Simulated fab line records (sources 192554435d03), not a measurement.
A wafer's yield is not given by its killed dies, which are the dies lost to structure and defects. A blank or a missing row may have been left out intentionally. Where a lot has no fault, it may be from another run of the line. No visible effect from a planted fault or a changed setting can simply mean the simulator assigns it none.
Split-lot trial	flow n5_finfet	21 wafers read from 7 lots, route of 1938 steps

== THE SPLIT ==
At N5_SD_EPI_N_EXPOSE_06 (exposes mask SD N BLK, target cd 120 nm), the setting dose_mj was moved away from the recipe's 39.75 on 5 of the 21 wafers read, by -6.0% to +5.4%. The other wafers ran this setting at the recipe's value.

== FROM THE SPLIT TO THE READING: what the file shows between them, 2 steps ==
- N5_SD_EPI_N_PEB_07: peb time 60 s
- N5_SD_EPI_N_DEVELOP_08: develop time 30 s

== THE READING ==
cd_nm, in nm, at N5_SD_EPI_N_CD_MEAS_09 (target cd 120 nm). On this fab line, fault-free wafers typically give 120.0 nm with a standard deviation of 0.72 nm.

wafer	tool, chamber at the split	dose_mj as run	against the recipe	cd_nm, nm	against lot-mates on the recipe
L075.1	arfi_scanner-02, 0	39.75	recipe	119.4	-
L075.3	arfi_scanner-02, 0	39.75	recipe	120.3	-
L075.6	arfi_scanner-02, 0	39.75	recipe	120.4	-
L077.1	arfi_scanner-02, 0	39.75	recipe	120.9	-
L077.2	arfi_scanner-02, 0	39.75	recipe	120.5	-
L077.5	arfi_scanner-02, 0	39.75	recipe	120.0	-
L080.4	arfi_scanner-01, 0	39.75	recipe	119.6	-
L080.5	arfi_scanner-01, 0	39.75	recipe	119.9	-
L080.6	arfi_scanner-01, 0	39.75	recipe	119.8	-
L082.1	arfi_scanner-01, 0	39.75	recipe	119.3	-
L082.2	arfi_scanner-01, 0	41.91	+5.4%	122.9	+3.6
L082.4	arfi_scanner-01, 0	41.91	+5.4%	122.9	+3.6
L083.1	arfi_scanner-02, 0	39.75	recipe	121.2	-
L083.4	arfi_scanner-02, 0	39.75	recipe	120.7	-
L083.6	arfi_scanner-02, 0	41.44	+4.3%	123.4	+2.5
L093.1	arfi_scanner-02, 0	37.36	-6.0%	116.5	-3.7
L093.3	arfi_scanner-02, 0	39.75	recipe	120.3	-
L093.6	arfi_scanner-02, 0	39.75	recipe	120.1	-
L097.2	arfi_scanner-01, 0	39.75	recipe	119.2	-
L097.3	arfi_scanner-01, 0	37.88	-4.7%	115.9	-3.7
L097.4	arfi_scanner-01, 0	39.75	recipe	120.0	-

THE FIT
A straight line over all 21 wafers: cd_nm changes by +0.637 nm for each +1% of dose_mj; r = +0.94; the points scatter about the line by 0.63 nm.
The same after taking each lot's own level away (the mean of its wafers on the recipe; 21 wafers): +0.66 nm for each +1%; r = +0.98; scatter 0.33 nm.
The reading moves by 4 nm for the largest change in dose_mj, on that fit.
The lots' own levels span 119.30 to 120.95 nm, that is 2.3 times the standard deviation above.
So the lot-to-lot level changes the slope little: the two slopes agree.
Check: for one of the wafers moved furthest among these (-6.0%), held out of the fit, the line's prediction against its lot-mates is -4.15 nm. Against them it came out at -3.7 nm.

== OTHER SPLITS ON THESE WAFERS ==
These wafers also went through other splits before the reading. Each is held against what the fit with the lots' levels taken away leaves over:
other split on the same wafers	wafers away from the commonest value	r with cd_nm (lot level and that fit taken away)
N5_ZERO_LAYER_ETCH_18 icp_w	9	+0.57
N5_WELL_APT_PEB_23 peb_temp_c	9	-0.04
N5_FIN_SAQP_PECVD_47 time_s	6	+0.11
N5_FIN_SAQP_EXPOSE_13 dose_mj	7	-0.22
N5_FIN_CUT_CUT_ETCH_26 source_w	6	-0.41
N5_DUMMY_GATE_HM_DEP_06 time_s	12	+0.16
N5_DUMMY_GATE_COAT_28 spin_rpm	4	+0.04

== THE WHOLE CHAIN: every reading that the file lists as answering this split, in the file's order ==
step	what it does	reading	change (the file's fit)	r (the file's)
N5_SD_EPI_N_CD_MEAS_09	target cd 120 nm	cd_nm	+0.658 nm for each +1% of the setting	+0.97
N5_SD_EPI_N_DESCUM_14	chemistry O2, time 7.9 s	SD_EPI_N.cd_nm (the simulator's own value, which no gauge read)	+0.663 nm for each +1% of the setting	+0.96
N5_SD_EPI_N_ETCH_35	etches SOC in N2/H2, overetch 108 nm, time 486 s	SD_EPI_N.cd_nm (the simulator's own value, which no gauge read)	+0.688 nm for each +1% of the setting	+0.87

== FILE'S OWN FIT ==
cd_nm changes by +0.658 nm for each +1% of dose_mj, r = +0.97.
